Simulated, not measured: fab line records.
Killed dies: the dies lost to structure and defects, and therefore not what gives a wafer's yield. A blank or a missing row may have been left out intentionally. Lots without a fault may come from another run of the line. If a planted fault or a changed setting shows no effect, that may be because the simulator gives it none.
Chamber matching	flow n5_finfet	N5_SDB_DESCUM_16 on rie_diel-01 has 4 sister chambers
The step chemistry O2, time 7.9 s. 4 wafers are shown with their chamber, then 10 later ones without.

WAFERS PAIRED WITH THEIR CHAMBERS
wafer	chamber	showerhead_plenum_p_Torr (Torr)
L085.1	0	2.03
L085.2	2	2.06
L084.3	1	2.01
L084.4	3	2.16

WAFERS WITH NO CHAMBER GIVEN
wafer	showerhead_plenum_p_Torr (Torr)
L084.5	2.16
L086.1	2.03
L086.3	2.01
L086.4	2.16
L092.1	2.05
L092.3	2.01
L092.4	2.15
L094.3	2.00
L094.4	2.15
L094.6	2.05

WHICH CHAMBER EACH ONE RAN IN
wafer	from the rows above	in truth
L084.5	3	3
L086.1	0	0
L086.3	1	1
L086.4	3	3
L092.1	can't be placed: 2 or 0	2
L092.3	1	1
L092.4	3	3
L094.3	1	1
L094.4	3	3
L094.6	can't be placed: 2 or 0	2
Correctly placed: 8 of 10. These rows do not allow placing 2 (true chamber among the candidates in 2). Wrongly placed: 0.
How it was worked out, from the rows above alone: a wafer's distance from a chamber is the root of the sum, over the readings, of the square of ((its reading less the chamber's mean) divided by the reading's scatter). If the next closest chamber is less than 2 further off than the closest, the wafer can't be placed; otherwise it belongs to the closest. A chamber's mean is the mean of its shown wafers. The scatter (one wafer shown for each chamber): square how far every hidden wafer sits from the nearest shown wafer, average those squares and take the square root.
